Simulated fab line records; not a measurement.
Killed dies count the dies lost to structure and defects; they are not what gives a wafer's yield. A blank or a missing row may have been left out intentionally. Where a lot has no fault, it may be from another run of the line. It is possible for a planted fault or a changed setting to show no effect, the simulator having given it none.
fab line records | flow nand-harc | part 2 of 2: steps 28 to 34 of 34
record: lots: 5 wafers: 15 last-day: 33
route steps=1302 shown P_M0@272 P_M1@285
lots with no fault: from the same line, run without faults
start-h: start of the lot's first displayed wafer, in hours after the record's first day | wait-h: time in hours since the lot's previous step | " as in the row above | L1.1+2: several wafers, shown together as one row | - no value, or no start given | * or withheld: withheld | < > ~ a bound
route shown NAME@n: names a module that has steps shown in the file, with the first one's number in the route | usual: the fault-free wafers' mean and standard deviation | same: alike in all rows | chamber/n: place in a boat | sites: the reading at each site | _std_site: the standard deviation of these | _edge_site: mean of outer sites minus mean of inner sites | radius-mm: how far each site lies from the wafer's centre | mask NAME#n: copy n | behind: the most recent tool/chamber to have shaped the wafer | hold: what put the lot on hold/how long, in hours/how the hold closed | device: the transistor (n, p or np) that didn't switch | end of line: the tests these same wafers got at the end of their route | a step given without rows: its recipe and nothing more | killed: dies lost to structure and defects at the first sort, not the wafer's yield | map: per-die view of a wafer (x killed, . not killed, _ where there is no die)
set.NAME: setting as actually run; set.NAME@STEP: the setting as run at that earlier step | model.NAME: the simulator's own value behind a step, which no gauge read
lots seen at some steps along the route; tables by step, rows by wafer
services: the hour from which a tool's chamber was out of use, counted from the record's first day as start-h (under 0 if before that day), plus the number of hours and why
== steps ==
step: NHARC_P_M1_ETCH_15
recipe: target-depth-a: 1825 time-s: 91.2 c4f8-flow-sccm: withheld ar-flow-sccm: 400 rf-w: 600 bias-w: 300 chemistry: C4F8/Ar
usual: oes-product-au: 0.959/0.02 rf-vpp-V: 441.4/2.6
columns lot.wafer tool chamber start-h wait-h oes-product-au rf-hours-counter-h rf-vpp-V
L074.2 rie-diel-12 0 - - 0.993 2 446.1
L074.1 " 2 " " 0.967 3 436.6
L074.5 " 1 " " 0.988 - 439.5
L077.3 rie-diel-12 1 - - 0.974 6 439.4
L077.5 " 2 " " 0.976 - 436.5
L077.6 " 3 " " 0.982 - 441.6
L080.2 rie-diel-12 2 - - 0.955 9 438.1
L080.3 " 1 " " 0.936 7 440.1
L080.6 " 3 " " 0.964 - 441.5
L087.1 rie-diel-12 2 - - 0.939 14 437.7
L087.3 " 1 " " 0.954 13 439.3
L087.5 " 3 " " 0.969 - 440.8
L097.3 rie-diel-12 0 - - 0.959 7 443.7
L097.4 " 2 " " 0.950 6 436.7
L097.6 " 0 " " 0.947 - 444.1
step: NHARC_P_M1_CD_MEAS_16
usual: cd-nm: 129.9/0.65
columns lot.wafer tool chamber start-h wait-h cd-nm
L074.1 cd-sem-01 - 123.37 - 130.0
L074.2 " - " " 129.5
L074.5 " - " " 129.0
L077.3 cd-sem-01 - 161.02 - 129.8
L077.5 " - " " 130.2
L077.6 " - " " 130.4
L080.2 cd-sem-01 - 184.64 - 129.5
L080.3 " - " " 130.0
L080.6 " - " " 128.9
L087.1 cd-sem-01 - 253.64 - 128.9
L087.3 " - " " 129.1
L087.5 " - " " 129.7
L097.3 cd-sem-02 - 354.06 - 129.7
L097.4 " - " " 129.1
L097.6 " - " " 130.7
step: NHARC_P_M1_STRIP_18
recipe: power-w: 1000 n2-flow-sccm: 150 h2-flow-sccm: 150 ar-flow-sccm: 0 bias-w: 0 chemistry: N2/H2
usual: drypump-motor-current-A: 6.2/0.31 n2-flow-sccm: 149.9/0.45 oes-product-au: 1.001/0.0075 rf-vpp-V: 90.8/0.93 showerhead-plenum-p-Torr: 2.05/0.091 throttle-valve-pct: 14.171/0.0083
columns lot.wafer tool chamber start-h wait-h drypump-motor-current-A n2-flow-sccm oes-product-au rf-hours-counter-h rf-vpp-V showerhead-plenum-p-Torr throttle-valve-pct
L074.2 rie-diel-13 3 123.47 0.1 5.9 149.6 1.001 8 92.6 2.19 14.177
L074.1 " 1 " " 6.3 149.4 0.999 7 92.5 2.14 14.178
L074.5 " 2 " " 5.7 149.8 0.992 - 91.9 2.05 14.167
L077.3 rie-diel-13 1 161.11 0.1 6.3 150.0 1.018 9 92.4 2.14 14.174
L077.6 " 0 " " 6.6 150.4 1.013 - 91.3 1.99 14.175
L077.5 " 1 " " 6.3 149.5 1.005 - 91.2 2.14 14.174
L080.2 rie-diel-12 2 184.71 0.1 6.3 150.1 1.004 9 89.9 1.90 14.169
L080.3 " 1 " " 5.7 149.7 1.005 7 90.9 2.01 14.173
L080.6 " 2 " " 6.3 150.3 1.000 - 89.7 1.90 14.163
L087.1 rie-diel-13 3 253.74 0.1 5.9 150.1 1.006 5 91.6 2.19 14.148
L087.3 " 1 " " 6.4 149.6 0.988 4 91.5 2.14 14.157
L087.5 " 3 " " 5.9 150.2 1.017 - 90.5 2.19 14.174
L097.3 rie-diel-13 1 354.23 0.2 6.3 150.4 0.999 - 91.1 2.14 14.170
L097.4 " 0 " " 6.6 150.7 0.994 - 90.0 1.98 14.167
L097.6 " 0 " " 6.5 150.2 1.015 - 88.8 1.98 14.174
step: NHARC_P_M1_ETCH_28
recipe: target-depth-a: 300 over-etch-frac: 0.3 time-s: 72.99 ion-energy-ev: 150 cf4-flow-sccm: 50 n2-flow-sccm: 100 ar-flow-sccm: 150 rf-w: 300 bias-w: 100 chemistry: CF4/N2
usual: cf4-flow-sccm: 49.99/0.15 drypump-motor-current-A: 6.2/0.3 n2-flow-sccm: 100.03/0.27 oes-product-au: 1.002/0.007 rf-vpp-V: 314.4/2 showerhead-plenum-p-Torr: 2.64/0.11 throttle-valve-pct: 19.794/0.0092
same: over-etch-frac: 0.3
columns lot.wafer tool chamber start-h wait-h cf4-flow-sccm drypump-motor-current-A n2-flow-sccm oes-product-au rf-hours-counter-h rf-vpp-V showerhead-plenum-p-Torr throttle-valve-pct
L074.1 rie-diel-13 1 - - 50.07 6.3 100.29 0.998 7 315.8 2.74 19.798
L074.2 " 2 " " 50.21 5.7 99.75 1.002 8 314.0 2.64 19.802
L074.5 " 2 " " 50.11 5.7 99.59 0.995 - 315.2 2.64 19.786
L077.3 rie-diel-13 0 - - 49.77 6.6 100.23 1.012 10 313.7 2.56 19.793
L077.5 " 3 " " 49.88 5.9 100.09 0.999 - 318.5 2.80 19.779
L077.6 " 0 " " 49.82 6.6 99.89 1.013 - 313.3 2.56 19.781
L080.2 rie-diel-12 2 - - 49.96 6.3 99.89 1.012 9 311.7 2.46 19.808
L080.3 " 3 " " 49.97 6.5 100.32 1.004 8 314.7 2.65 19.805
L080.6 " 1 " " 49.96 5.7 100.68 1.021 - 313.2 2.59 19.778
L087.3 rie-diel-13 1 - - 49.96 6.3 100.63 1.003 4 315.2 2.74 19.778
L087.1 " 3 " " 50.26 5.9 99.94 1.016 5 315.9 2.80 19.791
L087.5 " 1 " " 50.05 6.3 100.12 1.007 - 315.7 2.74 19.801
L097.3 rie-diel-13 1 354.55 0.3 50.06 6.3 99.87 0.998 - 316.3 2.74 19.808
L097.4 " 0 " " 49.76 6.5 100.05 0.998 - 313.2 2.56 19.796
L097.6 " 1 " " 49.93 6.3 100.03 0.997 - 316.1 2.74 19.795
step: NHARC_P_M1_STRIP_19
recipe: time-s: 600 temp-c: 30 chemistry: post-etch-residue-remover
usual: bath-heat-duty-pct: 13.5/1.6
columns lot.wafer tool chamber start-h wait-h bath-heat-duty-pct
L074.1 wet-bench-10 5 123.82 - 16.6
L074.2 " 6 " " 14.0
L074.5 " 2 " " 13.3
L077.6 wet-bench-10 7 161.46 - 13.0
L077.3 " 3 " " 15.5
L077.5 " 4 " " 16.1
L080.6 wet-bench-10 2 185.08 - 13.5
L080.2 " 3 " " 15.4
L080.3 " 6 " " 14.0
L087.5 wet-bench-10 0 254.08 - 11.8
L087.1 " 1 " " 12.8
L087.3 " 4 " " 15.3
L097.4 wet-bench-08 0 354.71 0.1 12.6
L097.6 " 1 " " 13.7
L097.3 " 2 " " 12.9
step: NHARC_P_M1_DEGAS_29
recipe: temp-c: 250 time-s: 60
usual: heater-power-w: 341/42
columns lot.wafer tool chamber start-h wait-h heater-power-w
L074.2 pvd-sputter-02 - 124.10 - 350
L074.1 " - " " 257
L074.5 " - " " 284
L077.3 pvd-sputter-01 - 161.75 - 369
L077.5 " - " " 285
L077.6 " - " " 404
L080.3 pvd-sputter-03 - 185.34 - 328
L080.2 " - " " 352
L080.6 " - " " 373
L087.1 pvd-sputter-01 - 254.35 - 362
L087.3 " - " " 408
L087.5 " - " " 349
L097.3 pvd-sputter-02 - 354.98 - 282
L097.4 " - " " 300
L097.6 " - " " 364
step: NHARC_P_M1_PRE_CLEAN_30
recipe: time-s: 30 temp-c: 280 gas: H2/He
usual: heater-power-w: 420/49
columns lot.wafer tool chamber start-h wait-h heater-power-w
L074.1 pvd-sputter-02 - - - 348
L074.2 " - " " 314
L074.5 " - " " 375
L077.3 pvd-sputter-01 - - - 350
L077.6 " - " " 499
L077.5 " - " " 431
L080.3 pvd-sputter-03 - - - 438
L080.2 " - " " 435
L080.6 " - " " 456
L087.1 pvd-sputter-01 - - - 357
L087.3 " - " " 506
L087.5 " - " " 499
L097.4 pvd-sputter-02 - - - 450
L097.3 " - " " 362
L097.6 " - " " 353
== services ==
columns tool chamber start-h hours kind
pvd-sputter-02 - 104.00 10.0 pm
pvd-sputter-03 - 130.45 5.2 repair
wet-bench-10 - 135.20 8.0 pm
pecvd-04 - 136.37 0.5 repair
litho-track-01 - 155.00 7.0 pm
pvd-sputter-02 - 155.54 1.2 repair
rie-diel-13 - 165.00 9.0 pm
pvd-sputter-03 - 170.00 10.0 pm
rie-diel-12 1 173.94 7.1 repair
litho-track-06 - 179.00 7.0 pm
litho-track-04 - 203.01 7.0 pm
rie-diel-12 2 255.51 5.7 repair
rie-diel-13 0 256.77 7.8 repair
rie-diel-12 - 268.43 9.0 pm
pvd-sputter-02 - 276.73 14.3 repair
rie-diel-12 1 300.33 3.0 repair
rie-diel-13 1 316.87 15.2 repair
pvd-sputter-02 - 326.31 6.0 repair
litho-track-01 - 330.00 7.0 pm
pvd-sputter-03 - 330.39 1.0 repair
rie-diel-12 3 334.15 5.4 repair
rie-diel-13 - 342.00 9.0 pm
pvd-sputter-03 - 348.02 10.0 pm
litho-track-06 - 354.00 7.0 pm
